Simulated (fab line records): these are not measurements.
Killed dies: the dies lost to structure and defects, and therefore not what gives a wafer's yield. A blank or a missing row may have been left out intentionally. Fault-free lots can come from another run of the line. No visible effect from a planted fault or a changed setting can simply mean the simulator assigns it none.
Comparing a struck lot with a sound one -- flow n5 finfet -- 29 steps out of a route of 1938
Sound: wafers L238.1, L238.3, L238.5. The struck wafers were L227.2, L227.3. Last of all comes the cause.
At each step with rows: each side's tool, then ch and its chambers, then its first start. Under that, the readings that differ: sound wafers -- struck wafers -- difference of the means -- sigmas: that difference in standard deviations of wafers without a fault.
alike: readings whose means differ by less than 2 such deviations, and words and numbers that are the same on both sides. not compared: withheld readings, readings that some wafer has no value for, bounds like >300 that may hide the same value, and numbers for which the record gives no deviation and whose values overlap.
Wherever a step has rows on one side only, a row that says differs or no value, or a row with sigmas, the two part there. Non-overlapping numbers with no deviation appear without sigmas and do not part them. A reading missing from all wafers of one side parts the sides only when that side holds two or more wafers.

first, 9 steps without rows for these wafers: N5_BEOL_M0_SAQP_EXPOSE_37 (exposes mask M0 CUT1, target cd 30 nm); N5_BEOL_M0_SAQP_PEB_38 (peb time 60 s); N5_BEOL_M0_SAQP_DEVELOP_39 (develop time 30 s); N5_BEOL_M0_SAQP_DESCUM_45 (chemistry O2, time 7 s); N5_BEOL_M0_SAQP_ETCH_88 (etches underlayer in N2/H2, target depth 6.5 nm, time 5.2 s); N5_BEOL_M0_SAQP_ETCH_73 (etches SiARC in CF4, target depth 19.5 nm, time 32.5 s); N5_BEOL_M0_SAQP_CUT_ETCH_46 (etches SOC in N2/H2, target depth 135 nm, overetch 27 nm, time 202.5 s); N5_BEOL_M0_SAQP_STRIP_74 (strips in N2/H2); N5_BEOL_M0_SAQP_STRIP_89 (strips in N2/H2).
N5_BEOL_M0_SAQP_ALD_48: deposits SiO2, target thk 20 nm, pulse time 1 s, co reactant pulse time 1 s.
  sound on ald sin-03 ch 2,3, day 11 00:43; struck on ald sin-03 ch 0,1, day 8 01:39
reading,sound,struck,difference,sigmas
ald cycles,139 139 139,99 99,-40,
susceptor temp C (C),100.01 100.27 100.24,- -,no value on the struck wafers,
model.SiO2_of_BEOL_M0_SAQP_ALD_48.thk nm (nm),20.2 20.2 20,14.4 14.2,-5.8,
  alike: heater power w, precursor pulse height rel
then, 15 steps without rows for these wafers: N5_BEOL_M0_SAQP_ETCH_49 (etches SiO2 in CF4/O2, target depth 37 nm); N5_BEOL_M0_SAQP_STRIP_75 (strips in CF4); N5_BEOL_M0_CUTY_COAT_50 (time 60 s, resist thk 15 nm); N5_BEOL_M0_CUTY_COAT_51 (resist thk 150 nm); N5_BEOL_M0_CUTY_EBR_52; N5_BEOL_M0_CUTY_SOFTBAKE_53 (time 60 s); N5_BEOL_M0_CUTY_EXPOSE_54 (exposes mask M0 ABLK); N5_BEOL_M0_CUTY_PEB_55 (peb time 60 s); N5_BEOL_M0_CUTY_DEVELOP_56 (develop time 30 s); N5_BEOL_M0_CUTY_DESCUM_61 (chemistry O2, time 7.9 s); N5_BEOL_M0_CUTY_ETCH_62 (etches SiARC in CF4, time 58.5 s); N5_BEOL_M0_CUTY_ETCH_63 (etches SOC in N2/H2, target depth 82.7 nm, overetch 16.5 nm, time 124 s); N5_BEOL_M0_CUTY_STRIP_64 (strips in N2/H2); N5_BEOL_M0_ETCH_138 (etches SiCN in CH3F/O2, target depth 12 nm, time 31.6 s); N5_BEOL_M0_HM_OPEN_105 (chemistry Cl2/BCl3, target TiN, target depth 12 nm).
N5_BEOL_M0_STRIP_140: strips in CF4.
  sound on rie diel-03 ch 0,1,3, day 11 04:45; struck on rie diel-04 ch 2,3, day 8 03:36
reading,sound,struck,difference,sigmas
model.SiO2_of_BEOL_M0_SAQP_ALD_48.thk nm (nm),10.8 11.6 11.2,7.6 7.8,-3.5,
  alike: drypump motor current A, oes product au, rf vpp V, showerhead plenum p Torr, throttle valve pct
  not compared: rf hours counter h
then, 1 step without rows for these wafers: N5_BEOL_M0_STRIP_104 (strips in N2/H2).
N5_BEOL_M4_RC_MEAS_101:
  sound on prober-02 ch 0, day 13 15:05; struck on prober-02 ch 0, day 10 02:45
  alike: DIBL_N, DIBL_P, IOFF_N, IOFF_P, ION_N, ION_P, SS_N, SS_P, VT_N, VT_P
-- record jumps: 4 days separate the struck wafers' starts on either side; left off in module BEOL_M4, taken up again in module PASSIVATION, whose first shown step is the route's number 1936 --
N5_PASSIVATION_PROBE_49:
  sound on prober-01 at day 18 14:13; struck on prober-02 at day 14 09:43
  alike: defect limited yield, killed_at_M0_to_M3, killed_at_M4_up, killed at contacts, killed at front end, killed at other, killed dies, killed open, killed short, sort_bin_5_function, sort_bin_6_memory, sort n pass, sort yield pct

== WHERE THEY PART ==
Only at N5_BEOL_M0_SAQP_ALD_48, as far as this record shows. Later steps at which nothing parts them and some readings are alike: N5_BEOL_M0_STRIP_140, N5_BEOL_M4_RC_MEAS_101, N5_PASSIVATION_PROBE_49.

WHY: whatever the simulator had introduced
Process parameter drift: ald sin-03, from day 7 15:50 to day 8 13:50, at N5_BEOL_M0_SAQP_ALD_48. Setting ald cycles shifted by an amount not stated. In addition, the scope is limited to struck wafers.
